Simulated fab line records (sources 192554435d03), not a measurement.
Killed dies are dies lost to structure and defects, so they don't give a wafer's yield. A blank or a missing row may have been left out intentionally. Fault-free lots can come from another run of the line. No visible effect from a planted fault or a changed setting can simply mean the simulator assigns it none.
Matching of chambers :: flow n5_finfet :: 4 sister chambers for N5_MOL_CONTACT_COAG_ETCH_66 on rie_diel-02
The step etches SiARC in CF4, target depth 13 nm, time 21.7 s. 16 wafers are shown with their chamber, then 8 later ones without.

== WAFERS, EACH WITH ITS CHAMBER ==
wafer: L078.1
chamber: 0
showerhead_plenum_p_Torr (Torr): 2.03
drypump_motor_current_A (A): 5.5
throttle_valve_pct (%): 15.64

wafer: L078.4
chamber: 1
showerhead_plenum_p_Torr (Torr): 2.20
drypump_motor_current_A (A): 6.5
throttle_valve_pct (%): 15.69

wafer: L078.5
chamber: 1
showerhead_plenum_p_Torr (Torr): 2.20
drypump_motor_current_A (A): 6.5
throttle_valve_pct (%): 15.68

wafer: L079.1
chamber: 2
showerhead_plenum_p_Torr (Torr): 2.25
drypump_motor_current_A (A): 6.1
throttle_valve_pct (%): 15.42

wafer: L079.3
chamber: 3
showerhead_plenum_p_Torr (Torr): 2.07
drypump_motor_current_A (A): 5.9
throttle_valve_pct (%): 15.42

wafer: L079.5
chamber: 0
showerhead_plenum_p_Torr (Torr): 2.03
drypump_motor_current_A (A): 5.5
throttle_valve_pct (%): 15.61

wafer: L080.2
chamber: 2
showerhead_plenum_p_Torr (Torr): 2.25
drypump_motor_current_A (A): 6.2
throttle_valve_pct (%): 15.44

wafer: L080.5
chamber: 3
showerhead_plenum_p_Torr (Torr): 2.07
drypump_motor_current_A (A): 5.9
throttle_valve_pct (%): 15.44

wafer: L080.6
chamber: 0
showerhead_plenum_p_Torr (Torr): 2.03
drypump_motor_current_A (A): 5.5
throttle_valve_pct (%): 15.65

wafer: L081.1
chamber: 2
showerhead_plenum_p_Torr (Torr): 2.25
drypump_motor_current_A (A): 6.1
throttle_valve_pct (%): 15.42

wafer: L081.2
chamber: 1
showerhead_plenum_p_Torr (Torr): 2.20
drypump_motor_current_A (A): 6.5
throttle_valve_pct (%): 15.69

wafer: L081.3
chamber: 0
showerhead_plenum_p_Torr (Torr): 2.03
drypump_motor_current_A (A): 5.5
throttle_valve_pct (%): 15.64

wafer: L083.2
chamber: 3
showerhead_plenum_p_Torr (Torr): 2.07
drypump_motor_current_A (A): 5.9
throttle_valve_pct (%): 15.45

wafer: L083.5
chamber: 0
showerhead_plenum_p_Torr (Torr): 2.02
drypump_motor_current_A (A): 5.5
throttle_valve_pct (%): 15.67

wafer: L083.6
chamber: 1
showerhead_plenum_p_Torr (Torr): 2.20
drypump_motor_current_A (A): 6.5
throttle_valve_pct (%): 15.71

wafer: L087.1
chamber: 1
showerhead_plenum_p_Torr (Torr): 2.19
drypump_motor_current_A (A): 6.5
throttle_valve_pct (%): 15.71

SIGNATURES (means of the wafers above)
reading: showerhead_plenum_p_Torr
chamber 0: 2.0280
chamber 1: 2.1980
chamber 2: 2.2500
chamber 3: 2.0700
scatter within a chamber: 0.00365

reading: drypump_motor_current_A
chamber 0: 5.500
chamber 1: 6.500
chamber 2: 6.133
chamber 3: 5.900
scatter within a chamber: 0.0236

reading: throttle_valve_pct
chamber 0: 15.6420
chamber 1: 15.6960
chamber 2: 15.4267
chamber 3: 15.4367
scatter within a chamber: 0.0167
Rule: a wafer lies at a distance from a chamber equal to the root of the sum of squares, over the readings, of (its reading less the chamber's mean, divided by the reading's scatter). If the next closest chamber is less than 2 further off than the closest, the wafer can't be placed; otherwise it belongs to the closest. The scatter: the root of (the sum of the squares of (reading less its chamber's mean) over the shown wafers, divided by (wafers less chambers)).

== WAFERS MISSING THEIR CHAMBER ==
wafer: L087.4
showerhead_plenum_p_Torr (Torr): 2.06
drypump_motor_current_A (A): 5.9
throttle_valve_pct (%): 15.49

wafer: L087.5
showerhead_plenum_p_Torr (Torr): 2.24
drypump_motor_current_A (A): 6.1
throttle_valve_pct (%): 15.45

wafer: L091.3
showerhead_plenum_p_Torr (Torr): 2.19
drypump_motor_current_A (A): 6.5
throttle_valve_pct (%): 15.72

wafer: L091.4
showerhead_plenum_p_Torr (Torr): 2.19
drypump_motor_current_A (A): 6.5
throttle_valve_pct (%): 15.73

wafer: L091.6
showerhead_plenum_p_Torr (Torr): 2.27
drypump_motor_current_A (A): 5.5
throttle_valve_pct (%): 15.20

wafer: L093.1
showerhead_plenum_p_Torr (Torr): 2.06
drypump_motor_current_A (A): 5.9
throttle_valve_pct (%): 15.47

wafer: L093.4
showerhead_plenum_p_Torr (Torr): 2.27
drypump_motor_current_A (A): 5.5
throttle_valve_pct (%): 15.20

wafer: L093.6
showerhead_plenum_p_Torr (Torr): 2.19
drypump_motor_current_A (A): 6.5
throttle_valve_pct (%): 15.74

== CHAMBER TAKEN BY EACH ==
wafer: L087.4
from the rows above: 3
in truth: 3

wafer: L087.5
from the rows above: 2
in truth: 2

wafer: L091.3
from the rows above: 1
in truth: 1

wafer: L091.4
from the rows above: 1
in truth: 1

wafer: L091.6
from the rows above: 2
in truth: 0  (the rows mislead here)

wafer: L093.1
from the rows above: 3
in truth: 3

wafer: L093.4
from the rows above: 2
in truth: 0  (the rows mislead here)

wafer: L093.6
from the rows above: 1
in truth: 1
6 of 8 placed correctly. Can't be placed from these rows: 0. Placed wrongly: 2.
